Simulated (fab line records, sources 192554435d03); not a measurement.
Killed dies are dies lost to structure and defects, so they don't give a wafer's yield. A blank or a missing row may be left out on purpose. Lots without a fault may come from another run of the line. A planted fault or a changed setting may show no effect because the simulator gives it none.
Which tool did it? | flow n5_finfet | 24 lots, 72 wafers sampled, at 6 steps of a route of 1938

WHAT THE GAUGES READ, wafer by wafer
N5_BEOL_M8_CD_MEAS_28: target cd 40 nm.
lot  | measured     | on        | cd_nm (nm)
L074 | day 9 09:42  | cd_sem-01 | 39.79 39.99 40.04
L075 | day 9 12:16  | cd_sem-03 | 40.10 39.93 39.90
L076 | day 10 00:14 | cd_sem-01 | 39.64 39.73 39.83
L077 | day 10 00:11 | cd_sem-03 | 40.07 40.34 40.03
L078 | day 10 07:44 | cd_sem-01 | 40.38 40.35 39.97
L080 | day 11 03:41 | cd_sem-01 | 39.73 40.16 40.19
L081 | day 11 03:32 | cd_sem-03 | 40.07 40.08 40.17
L079 | day 11 05:42 | cd_sem-03 | 40.23 40.06 40.28
L082 | day 11 06:49 | cd_sem-01 | 40.18 40.24 40.08
L083 | day 11 13:11 | cd_sem-01 | 40.51 39.49 39.75
L084 | day 11 23:07 | cd_sem-01 | 39.89 39.90 39.99
L086 | day 12 14:50 | cd_sem-03 | 39.59 39.77 39.63
L085 | day 12 17:33 | cd_sem-03 | 39.98 39.84 39.63
L089 | day 13 00:40 | cd_sem-02 | 39.48 39.85 39.76
L087 | day 13 02:37 | cd_sem-03 | 40.05 39.95 39.31
L088 | day 13 02:47 | cd_sem-02 | 40.11 39.61 40.09
L090 | day 13 16:38 | cd_sem-03 | 39.89 39.79 40.15
L093 | day 13 20:26 | cd_sem-03 | 39.76 40.06 39.74
L091 | day 13 20:38 | cd_sem-01 | 40.07 39.89 39.96
L092 | day 14 02:23 | cd_sem-03 | 39.68 40.45 39.84
L094 | day 14 05:55 | cd_sem-01 | 40.34 39.77 40.03
L097 | day 15 04:53 | cd_sem-03 | 39.77 39.74 39.84
L095 | day 15 04:28 | cd_sem-01 | 39.63 40.04 39.95
L096 | day 15 06:53 | cd_sem-02 | 40.13 40.01 40.52

N5_BEOL_M8_OCD_MEAS_38.
lot  | measured     | on     | trench_depth_nm (nm)
L074 | day 9 10:16  | ocd-02 | 94.8 93.4 92.8
L075 | day 9 12:49  | ocd-01 | 93.3 92.1 93.7
L076 | day 10 01:00 | ocd-02 | 94.3 94.3 92.6
L077 | day 10 00:56 | ocd-01 | 93.7 93.2 93.4
L078 | day 10 08:17 | ocd-01 | 92.9 93.4 94.9
L080 | day 11 04:17 | ocd-01 | 93.2 95.3 95.4
L081 | day 11 04:06 | ocd-02 | 92.4 91.6 92.0
L079 | day 11 06:28 | ocd-01 | 93.4 94.9 91.4
L082 | day 11 07:40 | ocd-01 | 92.8 94.8 94.0
L083 | day 11 13:44 | ocd-01 | 92.9 94.6 94.3
L084 | day 11 23:40 | ocd-01 | 94.8 93.3 94.1
L086 | day 12 15:33 | ocd-02 | 92.4 93.3 93.3
L085 | day 12 18:07 | ocd-01 | 95.5 93.0 93.4
L089 | day 13 01:16 | ocd-01 | 93.5 92.8 91.5
L087 | day 13 03:10 | ocd-01 | 93.7 93.5 92.9
L088 | day 13 03:29 | ocd-01 | 94.4 93.0 93.5
L090 | day 13 17:11 | ocd-02 | 95.5 95.4 95.2
L093 | day 13 20:59 | ocd-01 | 94.9 93.2 93.0
L091 | day 13 21:14 | ocd-01 | 95.2 95.1 93.8
L092 | day 14 03:12 | ocd-02 | 93.3 93.9 93.8
L094 | day 14 06:35 | ocd-02 | 93.6 93.6 95.1
L097 | day 15 05:26 | ocd-01 | 93.5 92.6 93.5
L095 | day 15 05:01 | ocd-01 | 92.2 92.7 93.1
L096 | day 15 07:26 | ocd-02 | 92.1 94.7 93.6

N5_BEOL_M8_RS_MEAS_57: measures by four-point-probe.
lot  | measured     | on            | M8_RS (ohm/sq)
L074 | day 9 13:36  | film_metro-01 | 0.284 0.288 0.293
L075 | day 9 15:25  | film_metro-01 | 0.287 0.288 0.284
L076 | day 10 07:02 | film_metro-02 | 0.283 0.280 0.286
L077 | day 10 05:31 | film_metro-01 | 0.284 0.285 0.289
L078 | day 10 11:25 | film_metro-02 | 0.289 0.282 0.278
L080 | day 11 07:45 | film_metro-02 | 0.282 0.280 0.270
L081 | day 11 07:07 | film_metro-01 | 0.290 0.295 0.289
L079 | day 11 09:44 | film_metro-02 | 0.287 0.282 0.296
L082 | day 11 11:15 | film_metro-01 | 0.287 0.283 0.281
L083 | day 11 16:26 | film_metro-02 | 0.287 0.289 0.278
L084 | day 12 01:57 | film_metro-01 | 0.278 0.287 0.281
L086 | day 12 18:41 | film_metro-01 | 0.291 0.285 0.286
L085 | day 12 22:29 | film_metro-01 | 0.280 0.277 0.288
L089 | day 13 05:10 | film_metro-02 | 0.278 0.277 0.281
L087 | day 13 06:13 | film_metro-02 | 0.285 0.289 0.293
L088 | day 13 07:07 | film_metro-01 | 0.277 0.282 0.283
L090 | day 13 19:47 | film_metro-01 | 0.286 0.277 0.275
L093 | day 13 23:57 | film_metro-01 | 0.285 0.286 0.291
L091 | day 14 01:02 | film_metro-01 | 0.274 0.279 0.282
L092 | day 14 07:37 | film_metro-01 | 0.286 0.287 0.286
L094 | day 14 09:18 | film_metro-02 | 0.282 0.276 0.274
L097 | day 15 09:38 | film_metro-02 | 0.283 0.277 0.286
L095 | day 15 09:00 | film_metro-01 | 0.288 0.280 0.291
L096 | day 15 10:08 | film_metro-02 | 0.283 0.280 0.280

WHICH TOOL RAN EACH LOT (tool, then ch and the chambers of the sampled wafers, then the start)
lot  | N5_BEOL_M8_HM_OPEN_17             | N5_BEOL_M8_PRE_CLEAN_45      | N5_BEOL_M8_ANNEAL_51
L074 | rie_metal-01 ch 0,1, day 9 09:13  | pvd_sputter-01, day 9 11:11  | rtp_anneal-02 ch 0, day 9 12:52
L075 | rie_metal-03 ch 0,1, day 9 09:46  | pvd_sputter-02, day 9 13:47  | rtp_anneal-02 ch 0, day 9 14:42
L076 | rie_metal-01 ch 0,1, day 9 21:08  | pvd_sputter-01, day 10 03:16 | rtp_anneal-02 ch 0, day 10 06:21
L077 | rie_metal-02 ch 1, day 9 21:25    | pvd_sputter-01, day 10 02:21 | rtp_anneal-02 ch 0, day 10 04:49
L078 | rie_metal-01 ch 0,1, day 10 07:07 | pvd_sputter-01, day 10 09:23 | rtp_anneal-02 ch 0, day 10 10:42
L080 | rie_metal-02 ch 0,1, day 11 02:03 | pvd_sputter-02, day 11 04:57 | rtp_anneal-02 ch 0, day 11 07:04
L081 | rie_metal-02 ch 0,1, day 11 02:23 | pvd_sputter-01, day 11 04:43 | rtp_anneal-02 ch 0, day 11 06:29
L079 | rie_metal-02 ch 0,1, day 11 05:13 | pvd_sputter-02, day 11 07:07 | rtp_anneal-02 ch 0, day 11 09:00
L082 | rie_metal-03 ch 0,1, day 11 06:17 | pvd_sputter-01, day 11 09:40 | rtp_anneal-02 ch 0, day 11 10:32
L083 | rie_metal-03 ch 0,1, day 11 11:07 | pvd_sputter-01, day 11 14:40 | rtp_anneal-01 ch 0, day 11 15:44
L084 | rie_metal-03 ch 0,1, day 11 22:05 | pvd_sputter-03, day 12 00:17 | rtp_anneal-01 ch 0, day 12 01:13
L086 | rie_metal-02 ch 0, day 12 13:41   | pvd_sputter-03, day 12 16:35 | rtp_anneal-02 ch 0, day 12 17:41
L085 | rie_metal-01 ch 0,1, day 12 15:59 | pvd_sputter-03, day 12 20:22 | rtp_anneal-02 ch 0, day 12 21:48
L089 | rie_metal-03 ch 0,1, day 12 21:22 | pvd_sputter-03, day 13 03:08 | rtp_anneal-02 ch 0, day 13 04:26
L087 | rie_metal-02 ch 0,1, day 13 01:28 | pvd_sputter-02, day 13 04:11 | rtp_anneal-01 ch 0, day 13 05:32
L088 | rie_metal-02 ch 0,1, day 13 02:04 | pvd_sputter-02, day 13 05:04 | rtp_anneal-02 ch 0, day 13 06:23
L090 | rie_metal-01 ch 0,1, day 13 16:01 | pvd_sputter-03, day 13 18:12 | rtp_anneal-02 ch 0, day 13 19:06
L093 | rie_metal-01 ch 0,1, day 13 19:46 | pvd_sputter-03, day 13 21:59 | rtp_anneal-02 ch 0, day 13 23:14
L091 | rie_metal-03 ch 0,1, day 13 20:01 | pvd_sputter-03, day 13 22:04 | rtp_anneal-01 ch 0, day 14 00:20
L092 | rie_metal-02 ch 0,1, day 14 01:47 | pvd_sputter-01, day 14 03:49 | rtp_anneal-02 ch 0, day 14 06:56
L094 | rie_metal-01 ch 0,1, day 14 02:16 | pvd_sputter-01, day 14 07:11 | rtp_anneal-02 ch 0, day 14 08:37
L097 | rie_metal-03 ch 0,1, day 15 02:28 | pvd_sputter-03, day 15 07:11 | rtp_anneal-01 ch 0, day 15 08:57
L095 | rie_metal-02 ch 1, day 15 02:38   | pvd_sputter-01, day 15 06:01 | rtp_anneal-02 ch 0, day 15 08:01
L096 | rie_metal-02 ch 0,1, day 15 06:03 | pvd_sputter-02, day 15 08:12 | rtp_anneal-02 ch 0, day 15 09:16
- N5_BEOL_M8_HM_OPEN_17: chemistry Cl2/BCl3, target TiN, target depth 20 nm, overetch 6 nm.
- N5_BEOL_M8_PRE_CLEAN_45: time 30 s.
- N5_BEOL_M8_ANNEAL_51: time 90 s.

WHAT THE TOOLS THEMSELVES READ (means of the sampled wafers that have a number; where no wafer has one, the mark that the record gives instead)
N5_BEOL_M8_HM_OPEN_17.
lot  | tool         | drypump_motor_current_A (A) | oes_product_au (a.u.) | throttle_valve_pct (%)
L074 | rie_metal-01 | 5.6                         | 0.67                  | 22.40
L075 | rie_metal-03 | 5.7                         | 0.66                  | 22.37
L076 | rie_metal-01 | 5.3                         | 0.73                  | 22.42
L077 | rie_metal-02 | 6.3                         | 0.71                  | 21.94
L078 | rie_metal-01 | 5.4                         | 0.72                  | 22.43
L080 | rie_metal-02 | 5.9                         | 0.70                  | 21.96
L081 | rie_metal-02 | 5.9                         | 0.70                  | 21.97
L079 | rie_metal-02 | 5.5                         | 0.71                  | 21.96
L082 | rie_metal-03 | 5.8                         | 0.68                  | 22.43
L083 | rie_metal-03 | 5.7                         | 0.65                  | 22.38
L084 | rie_metal-03 | 5.7                         | 0.65                  | 22.39
L086 | rie_metal-02 | 5.2                         | 0.71                  | 21.97
L085 | rie_metal-01 | 5.3                         | 0.69                  | 22.45
L089 | rie_metal-03 | 5.7                         | 0.64                  | 22.40
L087 | rie_metal-02 | 5.5                         | 0.70                  | 21.97
L088 | rie_metal-02 | 5.9                         | 0.69                  | 21.98
L090 | rie_metal-01 | 5.6                         | 0.63                  | 22.42
L093 | rie_metal-01 | 5.5                         | 0.64                  | 22.42
L091 | rie_metal-03 | 5.7                         | 0.63                  | 22.40
L092 | rie_metal-02 | 5.9                         | 0.69                  | 21.98
L094 | rie_metal-01 | 5.3                         | 0.69                  | 22.44
L097 | rie_metal-03 | 5.7                         | 0.63                  | 22.39
L095 | rie_metal-02 | 6.3                         | 0.67                  | 21.99
L096 | rie_metal-02 | 5.9                         | 0.68                  | 21.97

N5_BEOL_M8_PRE_CLEAN_45.
lot  | tool           | heater_power_w (W)
L074 | pvd_sputter-01 | 339
L075 | pvd_sputter-02 | 318
L076 | pvd_sputter-01 | 312
L077 | pvd_sputter-01 | 330
L078 | pvd_sputter-01 | 336
L080 | pvd_sputter-02 | 334
L081 | pvd_sputter-01 | 331
L079 | pvd_sputter-02 | 315
L082 | pvd_sputter-01 | 340
L083 | pvd_sputter-01 | 309
L084 | pvd_sputter-03 | 346
L086 | pvd_sputter-03 | 376
L085 | pvd_sputter-03 | 357
L089 | pvd_sputter-03 | 346
L087 | pvd_sputter-02 | 309
L088 | pvd_sputter-02 | 308
L090 | pvd_sputter-03 | 361
L093 | pvd_sputter-03 | 339
L091 | pvd_sputter-03 | 365
L092 | pvd_sputter-01 | 335
L094 | pvd_sputter-01 | 325
L097 | pvd_sputter-03 | 339
L095 | pvd_sputter-01 | 318
L096 | pvd_sputter-02 | 333

N5_BEOL_M8_ANNEAL_51.
lot  | tool          | wafer_temp_C_max
L074 | rtp_anneal-02 | 226.05
L075 | rtp_anneal-02 | 225.78
L076 | rtp_anneal-02 | 225.77
L077 | rtp_anneal-02 | 226.11
L078 | rtp_anneal-02 | 225.90
L080 | rtp_anneal-02 | 225.78
L081 | rtp_anneal-02 | 225.92
L079 | rtp_anneal-02 | 226.21
L082 | rtp_anneal-02 | 225.81
L083 | rtp_anneal-01 | 225.84
L084 | rtp_anneal-01 | 225.47
L086 | rtp_anneal-02 | 225.79
L085 | rtp_anneal-02 | 225.71
L089 | rtp_anneal-02 | 226.00
L087 | rtp_anneal-01 | 225.68
L088 | rtp_anneal-02 | 226.20
L090 | rtp_anneal-02 | 225.97
L093 | rtp_anneal-02 | 226.06
L091 | rtp_anneal-01 | 225.50
L092 | rtp_anneal-02 | 225.94
L094 | rtp_anneal-02 | 226.06
L097 | rtp_anneal-01 | 225.65
L095 | rtp_anneal-02 | 226.09
L096 | rtp_anneal-02 | 226.06

THE ANSWER, worked out from the rows above alone
Rule: what is usual is taken from the lots themselves. Put in order of their means at a reading, lots are off if they are a third of the lots or fewer, leave a main group of 4 or more, and stand apart from it by a gap of 3 or more times the standard deviation of the main group's means; of several such gaps the widest counts. A main group whose means are all the same, to the digits that the tables above print for the reading, isn't used. A lot without any number at a reading at which 4 lots or more have one is off too. The other lots that the step has rows for count as sound. The gauges are gone through in route order, then the tools' own readings, and for those a lot's mean is taken as printed above. The first step at which some lot is off is used, and at that step the reading that is off furthest; a lot without a number counts as furthest.
No lot is off at any reading shown: from this, nothing can be told.

WHAT THE SIMULATOR HAD PUT IN
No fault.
